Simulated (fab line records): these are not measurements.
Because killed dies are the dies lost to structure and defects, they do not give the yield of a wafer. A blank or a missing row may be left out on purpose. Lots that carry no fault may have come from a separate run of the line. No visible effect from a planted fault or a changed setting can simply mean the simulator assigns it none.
Lot-split experiment / flow n5Finfet / 21 wafers read across 7 lots, on a route 1938 steps long

## SPLIT DETAILS
At N5_BEOL_M13_COAT_65 (time 60 s, resist thk 350 nm), the setting spinRpm was moved away from the recipe's 1500 rpm on 6 of the 21 wafers read, by -7.2% to +7.2%. All remaining wafers had this setting at the recipe value.

The reading is taken at the split's own step.

## THE READING
SOC_of_BEOL_M13_COAT_65.thkNm (the simulator's own value, which no gauge read), in nm, at N5_BEOL_M13_COAT_65 (time 60 s, resist thk 350 nm). The file does not state a usual value for it. Across the 15 wafers here that went through the recipe, the average is 350.0 nm and the standard deviation 0.69 nm.

wafer=L074.1; tool, chamber at the split=lithoTrack-04, 0; spinRpm as run, rpm=1500; against the recipe=recipe; SOC_of_BEOL_M13_COAT_65.thkNm, nm=350; against lot-mates on the recipe=-
wafer=L074.4; tool, chamber at the split=lithoTrack-04, 0; spinRpm as run, rpm=1500; against the recipe=recipe; SOC_of_BEOL_M13_COAT_65.thkNm, nm=349.8; against lot-mates on the recipe=-
wafer=L074.5; tool, chamber at the split=lithoTrack-04, 0; spinRpm as run, rpm=1500; against the recipe=recipe; SOC_of_BEOL_M13_COAT_65.thkNm, nm=349.4; against lot-mates on the recipe=-
wafer=L080.2; tool, chamber at the split=lithoTrack-04, 0; spinRpm as run, rpm=1594; against the recipe=+6.3%; SOC_of_BEOL_M13_COAT_65.thkNm, nm=342.6; against lot-mates on the recipe=-9.6
wafer=L080.4; tool, chamber at the split=lithoTrack-04, 0; spinRpm as run, rpm=1594; against the recipe=+6.3%; SOC_of_BEOL_M13_COAT_65.thkNm, nm=341.4; against lot-mates on the recipe=-10.8
wafer=L080.5; tool, chamber at the split=lithoTrack-04, 0; spinRpm as run, rpm=1500; against the recipe=recipe; SOC_of_BEOL_M13_COAT_65.thkNm, nm=352.2; against lot-mates on the recipe=-
wafer=L081.2; tool, chamber at the split=lithoTrack-02, 0; spinRpm as run, rpm=1608; against the recipe=+7.2%; SOC_of_BEOL_M13_COAT_65.thkNm, nm=337.2; against lot-mates on the recipe=-12.7
wafer=L081.5; tool, chamber at the split=lithoTrack-02, 0; spinRpm as run, rpm=1500; against the recipe=recipe; SOC_of_BEOL_M13_COAT_65.thkNm, nm=350; against lot-mates on the recipe=-
wafer=L081.6; tool, chamber at the split=lithoTrack-02, 0; spinRpm as run, rpm=1500; against the recipe=recipe; SOC_of_BEOL_M13_COAT_65.thkNm, nm=349.8; against lot-mates on the recipe=-
wafer=L085.3; tool, chamber at the split=lithoTrack-02, 0; spinRpm as run, rpm=1500; against the recipe=recipe; SOC_of_BEOL_M13_COAT_65.thkNm, nm=350.4; against lot-mates on the recipe=-
wafer=L085.4; tool, chamber at the split=lithoTrack-02, 0; spinRpm as run, rpm=1500; against the recipe=recipe; SOC_of_BEOL_M13_COAT_65.thkNm, nm=349.8; against lot-mates on the recipe=-
wafer=L085.6; tool, chamber at the split=lithoTrack-02, 0; spinRpm as run, rpm=1392; against the recipe=-7.2%; SOC_of_BEOL_M13_COAT_65.thkNm, nm=364.8; against lot-mates on the recipe=+14.7
wafer=L087.1; tool, chamber at the split=lithoTrack-04, 0; spinRpm as run, rpm=1500; against the recipe=recipe; SOC_of_BEOL_M13_COAT_65.thkNm, nm=350.4; against lot-mates on the recipe=-
wafer=L087.2; tool, chamber at the split=lithoTrack-04, 0; spinRpm as run, rpm=1500; against the recipe=recipe; SOC_of_BEOL_M13_COAT_65.thkNm, nm=349.2; against lot-mates on the recipe=-
wafer=L087.4; tool, chamber at the split=lithoTrack-04, 0; spinRpm as run, rpm=1500; against the recipe=recipe; SOC_of_BEOL_M13_COAT_65.thkNm, nm=349.4; against lot-mates on the recipe=-
wafer=L091.1; tool, chamber at the split=lithoTrack-04, 0; spinRpm as run, rpm=1500; against the recipe=recipe; SOC_of_BEOL_M13_COAT_65.thkNm, nm=350.2; against lot-mates on the recipe=-
wafer=L091.2; tool, chamber at the split=lithoTrack-04, 0; spinRpm as run, rpm=1500; against the recipe=recipe; SOC_of_BEOL_M13_COAT_65.thkNm, nm=350.2; against lot-mates on the recipe=-
wafer=L091.6; tool, chamber at the split=lithoTrack-04, 0; spinRpm as run, rpm=1500; against the recipe=recipe; SOC_of_BEOL_M13_COAT_65.thkNm, nm=349.4; against lot-mates on the recipe=-
wafer=L095.2; tool, chamber at the split=lithoTrack-02, 0; spinRpm as run, rpm=1423; against the recipe=-5.1%; SOC_of_BEOL_M13_COAT_65.thkNm, nm=360.4; against lot-mates on the recipe=+10.4
wafer=L095.3; tool, chamber at the split=lithoTrack-02, 0; spinRpm as run, rpm=1500; against the recipe=recipe; SOC_of_BEOL_M13_COAT_65.thkNm, nm=350; against lot-mates on the recipe=-
wafer=L095.6; tool, chamber at the split=lithoTrack-02, 0; spinRpm as run, rpm=1423; against the recipe=-5.1%; SOC_of_BEOL_M13_COAT_65.thkNm, nm=359.2; against lot-mates on the recipe=+9.2

THE FIT
A straight line over all 21 wafers: SOC_of_BEOL_M13_COAT_65.thkNm changes by -1.71 nm for each +1% of spinRpm; r = -0.98; the points scatter about the line by 1.2 nm.
The same after taking each lot's own level away (the mean of its wafers on the recipe; 21 wafers): -1.81 nm for each +1%; r = -1.00; scatter 0.64 nm.
Per that fit: largest spinRpm move, reading shift of 13 nm.
Measured against the standard deviation above, the lots' own levels, which go from 349.67 to 352.20 nm, span 3.7 times it.
The two slopes are in agreement: the lot-to-lot level therefore moves the slope only a little.
Check: for one of the wafers moved furthest among these (+7.2%), held out of the fit, the line's prediction against its lot-mates is -12.9 nm. It came out at -12.7 nm against them.

## FILE'S OWN FIT
SOC_of_BEOL_M13_COAT_65.thkNm changes by -1.84 nm for each +1% of spinRpm, r = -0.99.
